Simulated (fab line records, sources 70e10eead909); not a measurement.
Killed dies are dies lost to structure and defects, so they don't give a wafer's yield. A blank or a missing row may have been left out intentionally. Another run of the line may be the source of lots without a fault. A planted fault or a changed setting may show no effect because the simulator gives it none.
Struck lot and sound lot, side by side | flow nand harc | 19 out of 1302 route steps
Sound: wafers L159.2, L159.3, L159.4. Struck: wafer L151.2. (L151.3, L151.6 of the same lot were not struck and are left out.) The cause comes at the end.
Per side, at each step with rows, come the tool, then ch with its chambers, and then its first start. Under that, the readings that differ: sound wafers | struck wafers | difference of the means | sigmas: that difference in standard deviations of wafers without a fault.
alike: readings whose means differ by less than 2 such deviations, and words and numbers that are the same on both sides. not compared: withheld readings, readings that some wafer has no value for, bounds like >300 that may hide the same value, and numbers for which the record gives no deviation and whose values overlap.
The two part at a step that has a row with sigmas, a row that says differs or no value, or rows on one side only. When numbers do not overlap yet have no deviation, they are printed without sigmas and do not part them. A reading missing from all wafers of one side parts the sides only when that side holds two or more wafers.

first, 9 steps without rows for these wafers: NHARC_THIN_TSV_PVD_24 (deposits Al, target thk 800 nm); NHARC_THIN_TSV_DEHYDRATE_25 (time 120 s); NHARC_THIN_TSV_HMDS_26 (time 30 s); NHARC_THIN_TSV_COAT_27; NHARC_THIN_TSV_SOFTBAKE_28 (time 95 s); NHARC_THIN_TSV_EBR_29; NHARC_THIN_TSV_EXPOSE_30 (exposes mask PAD); NHARC_THIN_TSV_PEB_31 (peb time 85 s); NHARC_THIN_TSV_DEVELOP_32 (time 70 s).
NHARC_THIN_TSV_CD_MEAS_33 targets a cd of 5000 nm.
  sound on cd sem-01 ch 0, day 30 08:04; struck on cd sem-03 ch 0, day 26 11:14
  reading    | sound                | struck | difference | sigmas
  cd nm (nm) | 5000.2 5000.8 5000.0 | 5004.4 | +4.1       | +2
then, 1 step without rows for these wafers: NHARC_THIN_TSV_HARDBAKE_34 (time 80 s).
NHARC_THIN_TSV_DESCUM_35: chemistry O2, time 3 s.
  sound on rie diel-03 ch 0,1,3, day 30 08:14; struck on rie diel-03 ch 2, day 26 11:23
  reading                | sound       | struck | difference | sigmas
  rf hours counter h (h) | 4.3 3.7 4.1 | 7.1    | +3.1       |
  alike: drypump motor current A, oes product au, rf vpp V, showerhead plenum p Torr, throttle valve pct
NHARC_THIN_TSV_ETCH_59: etches the open film in Cl2/BCl3, target depth 880 nm, time 138.1 s.
  sound on rie metal-01 ch 0,1, day 30 08:23; struck on rie metal-01 ch 1, day 26 11:37
  reading               | sound             | struck | difference | sigmas
  oes product au (a.u.) | 0.982 1.004 0.987 | 1.281  | +0.290     | +31
  alike: drypump motor current A, he backside leak sccm, throttle valve pct
  not compared: rf hours counter h
NHARC_THIN_TSV_ETCH_36: etches the open film in Cl2/BCl3, target depth 65 nm, time 18.571 s.
  sound on rie metal-01 ch 0,1, day 30 08:37; struck on rie metal-01 ch 1, day 26 12:02
  alike: drypump motor current A, he backside leak sccm, oes product au
  not compared: rf hours counter h
NHARC_THIN_TSV_STRIP_56: strips in O2.
  sound on plasma asher-02 ch 0,1, day 30 08:46; struck on plasma asher-02 ch 0, day 26 12:10
  alike: drypump motor current A, heater power w
  not compared: rf hours counter h
then, 1 step without rows for these wafers: NHARC_THIN_TSV_STRIP_57 (strips in post etch residue remover, time 1200 s).
NHARC_THIN_TSV_CD_MEAS_37:
  sound on cd sem-03, day 30 09:32; struck on cd sem-03, day 26 12:58
  reading    | sound                | struck | difference | sigmas
  cd nm (nm) | 5002.4 5003.4 5001.8 | 4985.3 | -17.2      | -7
then, 1 step without rows for these wafers: NHARC_THIN_TSV_ANNEAL_58 (time 1800 s).
NHARC_END_SORT_01:
  the record has rows for the sound wafers here (prober-01 ch 0, day 30 19:02) and none for the struck ones

== WHERE THEY PART ==
Last at NHARC_END_SORT_01 as far as this record goes, first at NHARC_THIN_TSV_CD_MEAS_33.

WHY: the cause the simulator had injected
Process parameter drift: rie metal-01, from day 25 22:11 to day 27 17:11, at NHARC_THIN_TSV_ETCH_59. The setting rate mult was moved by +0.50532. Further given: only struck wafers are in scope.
